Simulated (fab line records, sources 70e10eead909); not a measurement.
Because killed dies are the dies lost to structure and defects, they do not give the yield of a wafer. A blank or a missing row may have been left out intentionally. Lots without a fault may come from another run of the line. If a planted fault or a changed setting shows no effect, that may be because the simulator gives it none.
Chamber matching | flow nand_harc | NHARC_P_STI_ETCH_42 on rie_diel-05: 4 sister chambers
The step etches the open film in N2/H2, target depth 80 nm, overetch 24 nm, time 61 s. 14 wafers are shown with their chamber, then 7 later ones without.

## EACH WAFER AND ITS CHAMBER
wafer  | chamber | showerhead_plenum_p_Torr (Torr) | drypump_motor_current_A (A) | rf_vpp_V (V)
L077.1 | 2       | 2.15                            | 5.2                         | 433.7
L077.2 | 3       | 2.06                            | 6.0                         | 431.7
L077.5 | 2       | 2.15                            | 5.2                         | 433.9
L078.1 | 0       | 2.01                            | 5.6                         | 429.8
L078.2 | 2       | 2.15                            | 5.1                         | 434.7
L078.5 | 2       | 2.15                            | 5.2                         | 433.8
L082.1 | 3       | 2.06                            | 6.0                         | 429.8
L082.2 | 0       | 2.01                            | 5.6                         | 429.6
L082.4 | 2       | 2.15                            | 5.2                         | 433.9
L085.4 | 1       | 1.94                            | 6.0                         | 427.4
L085.5 | 3       | 2.06                            | 6.0                         | 431.2
L085.6 | 2       | 2.15                            | 5.2                         | 434.7
L089.2 | 0       | 2.01                            | 5.6                         | 429.9
L089.4 | 1       | 1.93                            | 6.0                         | 427.7

SIGNATURES, as means of the wafers listed above
reading                  | chamber 0 | chamber 1 | chamber 2 | chamber 3 | scatter within a chamber
showerhead_plenum_p_Torr | 2.0100    | 1.9350    | 2.1500    | 2.0600    | 0.00224
drypump_motor_current_A  | 5.600     | 6.000     | 5.183     | 6.000     | 0.0289
rf_vpp_V                 | 429.767   | 427.550   | 434.117   | 430.900   | 0.555
Rule: for each reading, subtract the chamber's mean from the wafer's reading, divide by that reading's scatter and square the result; add these up over the readings and take the root, which gives the wafer's distance from the chamber. The wafer belongs to the nearest chamber; if the next one is less than 2 further off, it can't be placed. The scatter: take each reading less its chamber's mean, square it, sum over the shown wafers, divide by the number of wafers less the number of chambers, and take the root.

## WAFERS WITH NO CHAMBER GIVEN
wafer  | showerhead_plenum_p_Torr (Torr) | drypump_motor_current_A (A) | rf_vpp_V (V)
L089.6 | 2.06                            | 6.0                         | 432.1
L094.2 | 1.93                            | 6.0                         | 426.3
L094.5 | 2.06                            | 6.0                         | 430.0
L094.6 | 2.00                            | 5.6                         | 429.6
L095.1 | 1.93                            | 6.0                         | 427.3
L095.2 | 2.00                            | 5.6                         | 429.4
L095.6 | 2.15                            | 5.2                         | 432.6

## WHICH CHAMBER EACH ONE RAN IN
wafer  | from the rows above | in truth
L089.6 | 3                   | 3
L094.2 | 1                   | 1
L094.5 | 3                   | 3
L094.6 | 0                   | 0
L095.1 | 1                   | 1
L095.2 | 0                   | 0
L095.6 | 2                   | 2
7 of 7 placed correctly. From these rows, 0 cannot be placed. Placed wrongly: 0.
